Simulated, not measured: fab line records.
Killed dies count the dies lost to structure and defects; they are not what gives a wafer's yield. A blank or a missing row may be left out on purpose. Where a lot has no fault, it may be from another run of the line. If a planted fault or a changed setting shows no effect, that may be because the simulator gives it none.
Which tool was responsible?    flow n5Finfet    72 wafers from 24 lots sampled at 6 of the route's 1938 steps

WHAT EACH GAUGE READ, for each wafer
N5_HKMG_FIN_OVL_MEAS_50. Usual: NDIPOLE_OVL typically reads 0.2 nm, with standard deviation 0.82.
lot   measured      on          NDIPOLE_OVL (nm)  flag
L074  day 4 00:41   overlay-01  1.9 1.1 1.9       
L075  day 4 03:48   overlay-01  0.7 1.0 -0.4      
L076  day 4 11:06   overlay-01  0.9 -0.4 0.8      
L077  day 4 16:04   overlay-01  0.2 0.7 1.1       
L078  day 5 00:08   overlay-01  0.0 0.4 0.3       
L079  day 5 06:16   overlay-02  0.0 -0.8 0.2      
L080  day 5 12:11   overlay-01  -0.3 -0.4 -0.8    
L081  day 5 19:19   overlay-01  0.0 -0.1 -1.1     
L082  day 6 02:23   overlay-01  -1.2 -1.0 -1.0    
L083  day 6 08:25   overlay-02  -0.3 -1.0 -0.8    
L084  day 6 17:17   overlay-01  0.5 1.6 0.9       
L085  day 6 18:22   overlay-01  1.0 0.3 -0.3      
L086  day 7 06:55   overlay-02  0.9 0.6 -0.7      
L087  day 7 09:38   overlay-02  0.3 0.7 0.9       
L088  day 7 13:24   overlay-02  -0.2 -1.0 -0.5    
L089  day 7 23:13   overlay-02  0.0 0.5 0.2       
L090  day 8 02:17   overlay-01  0.7 1.7 0.6       
L091  day 8 08:51   overlay-02  -0.2 0.4 0.5      
L092  day 8 17:43   overlay-02  -1.3 -0.8 -1.0    
L093  day 8 19:58   overlay-01  1.0 0.5 0.5       
L094  day 9 05:53   overlay-02  0.2 0.4 1.3       
L095  day 9 09:51   overlay-01  -0.1 -0.4 0.1     
L096  day 9 19:04   overlay-01  1.3 -0.2 0.9      
L097  day 10 03:23  overlay-01  -1.0 -0.7 -1.1    

N5_HKMG_FIN_CD_MEAS_12 targets a cd of 92.8 nm. Usual: cdNm at 93.0 nm, with a standard deviation of 0.66.
lot   measured      on        cdNm (nm)       flag
L074  day 4 04:05   cdSem-03  93.3 93.8 93.4  
L075  day 4 07:06   cdSem-03  93.8 94.8 93.6  
L076  day 4 14:19   cdSem-01  92.5 93.2 93.3  
L077  day 4 19:24   cdSem-01  92.1 92.9 92.2  
L078  day 5 03:40   cdSem-01  92.1 93.5 93.0  
L079  day 5 10:14   cdSem-01  93.6 92.0 92.3  
L080  day 5 15:32   cdSem-02  93.4 93.0 94.1  
L081  day 5 22:52   cdSem-03  93.0 93.8 93.9  
L082  day 6 05:44   cdSem-03  92.7 92.4 92.4  
L083  day 6 11:41   cdSem-02  93.7 93.6 92.0  
L084  day 6 20:36   cdSem-02  94.1 93.2 94.4  
L085  day 6 22:31   cdSem-02  93.0 92.7 93.9  
L086  day 7 10:08   cdSem-02  92.9 92.7 92.4  
L087  day 7 13:27   cdSem-02  93.9 93.6 92.9  
L088  day 7 16:52   cdSem-02  93.4 92.9 93.4  
L089  day 8 02:32   cdSem-02  93.3 92.3 93.1  
L090  day 8 05:44   cdSem-03  92.8 93.3 93.5  
L091  day 8 13:08   cdSem-02  91.9 92.9 91.7  
L092  day 8 21:46   cdSem-01  92.7 93.4 93.3  
L093  day 8 23:17   cdSem-03  91.7 93.2 92.9  
L094  day 9 09:14   cdSem-02  93.3 92.9 92.3  
L095  day 9 13:37   cdSem-01  92.0 93.5 92.3  
L096  day 9 22:35   cdSem-01  92.8 93.7 93.2  
L097  day 10 07:24  cdSem-03  92.8 91.7 93.2  

WHICH TOOL RAN EACH LOT (tool, then ch and the chambers of the sampled wafers, then the start)
lot   N5_HKMG_FIN_ALD_74              N5_HKMG_FIN_DESCUM_53             N5_HKMG_FIN_ETCH_54               N5_HKMG_FIN_ALD_79
L074  aldHk-01 ch 0,1, day 4 00:14    rieDiel-05 ch 0,1,3, day 4 00:45  rieDiel-05 ch 0,1,3, day 4 00:47  aldMetal-02 ch 0,2, day 4 02:08
L075  aldHk-03 ch 0,1,3, day 4 03:14  rieDiel-03 ch 0,2,3, day 4 03:52  rieDiel-03 ch 0,2,3, day 4 03:54  aldMetal-03 ch 0,1,3, day 4 05:14
L076  aldHk-02 ch 1,2, day 4 10:39    rieDiel-05 ch 1,3, day 4 11:10    rieDiel-05 ch 1,3, day 4 11:11    aldMetal-03 ch 2,3, day 4 12:31
L077  aldHk-01 ch 0,1, day 4 15:29    rieDiel-02 ch 0,2,3, day 4 16:07  rieDiel-02 ch 0,2,3, day 4 16:10  aldMetal-03 ch 1,3, day 4 17:29
L078  aldHk-01 ch 0,3, day 4 23:34    rieDiel-03 ch 1,2, day 5 00:11    rieDiel-03 ch 1,2, day 5 00:14    aldMetal-02 ch 0,2,3, day 5 01:46
L079  aldHk-01 ch 1,2,3, day 5 05:42  rieDiel-03 ch 0,1,2, day 5 06:44  rieDiel-03 ch 0,1,2, day 5 06:46  aldMetal-04 ch 0,2, day 5 08:06
L080  aldHk-03 ch 2,3, day 5 11:44    rieDiel-02 ch 0,1,3, day 5 12:14  rieDiel-02 ch 0,1,3, day 5 12:17  aldMetal-02 ch 1,3, day 5 13:37
L081  aldHk-03 ch 0,1,2, day 5 18:45  rieDiel-05 ch 0,3, day 5 19:23    rieDiel-05 ch 0,3, day 5 19:25    aldMetal-04 ch 0,3, day 5 20:45
L082  aldHk-03 ch 2,3, day 6 01:56    rieDiel-05 ch 0,1,3, day 6 02:27  rieDiel-05 ch 0,1,3, day 6 02:29  aldMetal-04 ch 0,2,3, day 6 03:49
L083  aldHk-01 ch 1,2,3, day 6 07:51  rieDiel-05 ch 1,3, day 6 08:29    rieDiel-05 ch 1,3, day 6 08:31    aldMetal-03 ch 0,1,2, day 6 09:51
L084  aldHk-03 ch 0,2,3, day 6 16:43  rieDiel-03 ch 0,2,3, day 6 17:21  rieDiel-03 ch 0,2,3, day 6 17:23  aldMetal-03 ch 0,1,3, day 6 18:43
L085  aldHk-03 ch 0,1,2, day 6 17:55  rieDiel-02 ch 0,1, day 6 19:17    rieDiel-02 ch 0,1, day 6 19:19    aldMetal-03 ch 2,3, day 6 20:40
L086  aldHk-03 ch 0,1, day 7 06:21    rieDiel-03 ch 1,2, day 7 06:59    rieDiel-03 ch 1,2, day 7 07:01    aldMetal-04 ch 0,1,2, day 7 08:20
L087  aldHk-01 ch 0,1, day 7 09:04    rieDiel-05 ch 0,3, day 7 09:59    rieDiel-05 ch 0,3, day 7 10:01    aldMetal-04 ch 0,1,2, day 7 11:20
L088  aldHk-03 ch 0,1, day 7 12:50    rieDiel-03 ch 0,1, day 7 13:32    rieDiel-03 ch 0,1, day 7 13:34    aldMetal-04 ch 2,3, day 7 14:57
L089  aldHk-03 ch 0,3, day 7 22:46    rieDiel-02 ch 1,2, day 7 23:16    rieDiel-02 ch 1,2, day 7 23:18    aldMetal-04 ch 1,2,3, day 8 00:38
L090  aldHk-02 ch 0,1,2, day 8 01:50  rieDiel-05 ch 1,2, day 8 02:20    rieDiel-05 ch 1,2, day 8 02:23    aldMetal-03 ch 1,3, day 8 03:43
L091  aldHk-02 ch 0,1,3, day 8 08:07  rieDiel-02 ch 0,1,2, day 8 08:54  rieDiel-02 ch 0,1,2, day 8 08:56  aldMetal-04 ch 0,3, day 8 10:17
L092  aldHk-02 ch 0,2,3, day 8 17:04  rieDiel-03 ch 0,1,3, day 8 18:13  rieDiel-03 ch 0,1,3, day 8 18:15  aldMetal-03 ch 0,2, day 8 19:35
L093  aldHk-03 ch 0,2,3, day 8 19:14  rieDiel-02 ch 1,2,3, day 8 20:03  rieDiel-02 ch 1,2,3, day 8 20:05  aldMetal-04 ch 1,2, day 8 21:25
L094  aldHk-01 ch 2,3, day 9 05:19    rieDiel-05 ch 0,2,3, day 9 05:57  rieDiel-05 ch 0,2,3, day 9 05:59  aldMetal-04 ch 1,2,3, day 9 07:19
L095  aldHk-02 ch 1,2,3, day 9 09:17  rieDiel-02 ch 0,3, day 9 10:08    rieDiel-02 ch 0,3, day 9 10:10    aldMetal-04 ch 0,2,3, day 9 11:30
L096  aldHk-03 ch 0,3, day 9 18:29    rieDiel-02 ch 0,3, day 9 19:07    rieDiel-02 ch 0,3, day 9 19:10    aldMetal-04 ch 0,2,3, day 9 20:30
L097  aldHk-03 ch 0,1, day 10 02:55   rieDiel-03 ch 0,3, day 10 03:27   rieDiel-03 ch 0,3, day 10 03:30   aldMetal-04 ch 0,2, day 10 05:13
- N5_HKMG_FIN_ALD_74: deposits La2O3, target thk 0.5 nm, pulse time 6 s, co reactant pulse time 1 s.
- N5_HKMG_FIN_DESCUM_53: chemistry O2, time 7.9 s.
- N5_HKMG_FIN_ETCH_54: etches SiARC in CF4, target depth 45.5 nm, time 75.8 s.
- N5_HKMG_FIN_ALD_79: deposits TiN, target thk 1.5 nm, pulse time 1 s, purge time 3 s.

AS READ BY THE TOOLS THEMSELVES (means over the sampled wafers that have a number; for cases with no such wafer, the mark the record gives instead)
N5_HKMG_FIN_ALD_74. Usual: heaterPowerOuterW 200 W, standard deviation 16; heaterPowerW 356 W, standard deviation 23; precursorPulseHeightRel 0.998, standard deviation 0.019.
lot   tool      heaterPowerOuterW (W)  heaterPowerW (W)  precursorPulseHeightRel  flag
L074  aldHk-01  188                    344               1.000                    
L075  aldHk-03  207                    369               1.006                    
L076  aldHk-02  189                    345               0.981                    
L077  aldHk-01  193                    350               0.998                    
L078  aldHk-01  188                    339               1.018                    
L079  aldHk-01  198                    369               0.986                    
L080  aldHk-03  217                    360               0.992                    
L081  aldHk-03  214                    366               1.007                    
L082  aldHk-03  213                    369               0.996                    
L083  aldHk-01  199                    364               0.992                    
L084  aldHk-03  214                    369               1.007                    
L085  aldHk-03  216                    364               0.994                    
L086  aldHk-03  214                    370               1.013                    
L087  aldHk-01  193                    348               0.987                    
L088  aldHk-03  216                    371               0.999                    
L089  aldHk-03  218                    380               1.008                    
L090  aldHk-02  179                    339               0.997                    
L091  aldHk-02  172                    326               0.999                    
L092  aldHk-02  178                    323               0.995                    
L093  aldHk-03  216                    370               1.009                    
L094  aldHk-01  196                    359               1.001                    
L095  aldHk-02  186                    340               0.995                    
L096  aldHk-03  214                    375               0.999                    
L097  aldHk-03  204                    359               1.016                    

N5_HKMG_FIN_DESCUM_53. Usual: drypumpMotorCurrentA 5.9 A, standard deviation 0.42; o2FlowSccm 225.0 sccm, standard deviation 0.61; oesProductAu 0.74 a.u., standard deviation 0.069; rfVppV 243.1 V, standard deviation 1.4; showerheadPlenumPTorr 2.09 Torr, standard deviation 0.08; throttleValvePct 20.43 %, standard deviation 0.22.
lot   tool        drypumpMotorCurrentA (A)  o2FlowSccm (sccm)  oesProductAu (a.u.)  rfVppV (V)  showerheadPlenumPTorr (Torr)  throttleValvePct (%)  flag
L074  rieDiel-05  5.8                       224.8              0.73                 244.0       2.18                          20.58                 
L075  rieDiel-03  5.9                       225.0              0.71                 243.0       2.07                          20.29                 
L076  rieDiel-05  5.6                       225.0              0.72                 244.3       2.18                          20.69                 
L077  rieDiel-02  6.1                       225.7              0.79                 241.8       2.01                          20.47                 
L078  rieDiel-03  6.0                       224.8              0.76                 243.3       2.09                          20.36                 
L079  rieDiel-03  6.0                       225.3              0.73                 242.8       2.08                          20.44                 
L080  rieDiel-02  5.9                       224.7              0.80                 242.8       2.04                          20.31                 
L081  rieDiel-05  6.0                       224.7              0.71                 245.3       2.18                          20.50                 
L082  rieDiel-05  5.8                       225.6              0.71                 244.8       2.18                          20.60                 
L083  rieDiel-05  5.6                       224.7              0.71                 244.2       2.18                          20.71                 
L084  rieDiel-03  5.9                       225.0              0.69                 243.1       2.06                          20.30                 
L085  rieDiel-02  6.0                       225.7              0.76                 241.7       2.00                          20.33                 
L086  rieDiel-03  6.1                       225.0              0.74                 242.8       2.08                          20.39                 
L087  rieDiel-05  6.3                       225.0              0.71                 243.9       2.17                          20.57                 
L088  rieDiel-03  6.3                       225.2              0.70                 242.9       2.08                          20.55                 
L089  rieDiel-02  5.7                       225.0              0.70                 243.2       2.10                          20.59                 
L090  rieDiel-05  5.4                       224.9              0.86                 243.7       2.08                          20.28                 
L091  rieDiel-02  5.8                       224.7              0.72                 242.5       2.05                          20.47                 
L092  rieDiel-03  6.2                       225.4              0.72                 243.6       2.08                          20.37                 
L093  rieDiel-02  5.7                       225.3              0.75                 242.7       2.09                          20.48                 
L094  rieDiel-05  5.9                       225.3              0.77                 243.7       2.12                          20.38                 
L095  rieDiel-02  6.2                       224.9              0.77                 241.1       1.94                          20.41                 
L096  rieDiel-02  6.2                       224.8              0.77                 241.1       1.94                          20.42                 
L097  rieDiel-03  6.0                       225.2              0.69                 242.6       2.05                          20.25                 

N5_HKMG_FIN_ETCH_54. Usual: drypumpMotorCurrentA 5.9 A, standard deviation 0.43; etchRfOnTimeS 75.3 s, standard deviation 1.7; oesProductAu 0.64 a.u., standard deviation 0.054; rfVppV 184.1 V, standard deviation 1.1; showerheadPlenumPTorr 2.14 Torr, standard deviation 0.071; throttleValvePct 15.64 %, standard deviation 0.18.
lot   tool        drypumpMotorCurrentA (A)  etchRfOnTimeS (s)  oesProductAu (a.u.)  rfVppV (V)  showerheadPlenumPTorr (Torr)  throttleValvePct (%)  flag
L074  rieDiel-05  5.8                       74.5               0.63                 185.1       2.22                          15.69                 
L075  rieDiel-03  5.9                       74.9               0.61                 184.1       2.13                          15.61                 
L076  rieDiel-05  5.6                       74.2               0.63                 185.0       2.21                          15.81                 
L077  rieDiel-02  6.0                       76.8               0.68                 184.4       2.06                          15.66                 
L078  rieDiel-03  6.0                       74.7               0.66                 184.2       2.15                          15.57                 
L079  rieDiel-03  6.0                       75.0               0.62                 184.1       2.13                          15.67                 
L080  rieDiel-02  5.9                       75.4               0.69                 184.4       2.10                          15.54                 
L081  rieDiel-05  6.0                       75.1               0.62                 185.0       2.21                          15.62                 
L082  rieDiel-05  5.8                       74.5               0.62                 185.1       2.21                          15.73                 
L083  rieDiel-05  5.6                       74.2               0.61                 185.9       2.20                          15.84                 
L084  rieDiel-03  5.9                       74.4               0.60                 184.1       2.12                          15.64                 
L085  rieDiel-02  6.0                       75.2               0.65                 182.8       2.06                          15.60                 
L086  rieDiel-03  6.0                       75.0               0.64                 183.3       2.14                          15.61                 
L087  rieDiel-05  6.3                       75.0               0.61                 184.1       2.21                          15.76                 
L088  rieDiel-03  6.3                       75.8               0.62                 184.2       2.12                          15.74                 
L089  rieDiel-02  5.7                       77.9               0.60                 184.0       2.15                          15.77                 
L090  rieDiel-05  5.4                       75.7               0.72                 184.2       2.13                          15.46                 
L091  rieDiel-02  5.8                       76.5               0.62                 184.2       2.10                          15.70                 
L092  rieDiel-03  6.2                       75.2               0.61                 184.2       2.13                          15.63                 
L093  rieDiel-02  5.7                       77.4               0.63                 183.3       2.14                          15.66                 
L094  rieDiel-05  5.9                       74.5               0.66                 183.8       2.17                          15.57                 
L095  rieDiel-02  6.2                       75.1               0.66                 182.0       2.01                          15.66                 
L096  rieDiel-02  6.2                       75.0               0.67                 182.6       2.00                          15.68                 
L097  rieDiel-03  6.0                       74.7               0.60                 184.2       2.12                          15.62                 

N5_HKMG_FIN_ALD_79. Usual: heaterPowerOuterW 496 W, standard deviation 72; heaterPowerW 832 W, standard deviation 110; precursorPulseHeightRel 1.001, standard deviation 0.021.
lot   tool         heaterPowerOuterW (W)  heaterPowerW (W)  precursorPulseHeightRel  flag
L074  aldMetal-02  625                    949               0.999                    
L075  aldMetal-03  550                    916               0.991                    
L076  aldMetal-03  573                    988               1.002                    
L077  aldMetal-03  629                    1019              1.021                    
L078  aldMetal-02  585                    921               1.017                    
L079  aldMetal-04  454                    782               1.004                    
L080  aldMetal-02  532                    893               1.024                    
L081  aldMetal-04  455                    750               0.991                    
L082  aldMetal-04  449                    782               0.989                    
L083  aldMetal-03  499                    830               0.996                    
L084  aldMetal-03  551                    907               1.003                    
L085  aldMetal-03  588                    998               1.020                    
L086  aldMetal-04  454                    784               1.018                    
L087  aldMetal-04  454                    766               0.990                    
L088  aldMetal-04  442                    754               1.003                    
L089  aldMetal-04  448                    749               1.002                    
L090  aldMetal-03  569                    935               1.004                    
L091  aldMetal-04  461                    747               0.999                    
L092  aldMetal-03  480                    818               1.031                    
L093  aldMetal-04  443                    778               0.985                    
L094  aldMetal-04  441                    760               1.009                    
L095  aldMetal-04  453                    771               0.989                    
L096  aldMetal-04  454                    768               1.005                    
L097  aldMetal-04  463                    789               0.995                    

THE ANSWER, worked out from the rows above alone
Rule: a lot is off if the mean of its wafers that have a number lies more than 3 standard deviations from the usual mean. Also off: a lot with no number at a reading for which 4 or more lots have one. Any other lot the step has rows for is counted as sound. Order of review: gauges by route order, followed by the tools' own readings, for which a lot's mean as printed above is used. At the first step where some lot is off, the reading lying furthest off is the one used; lots without a number count as furthest.
Nothing can be told from this: no lot is off at any reading shown.

WHAT THE SIMULATOR HAD INSERTED
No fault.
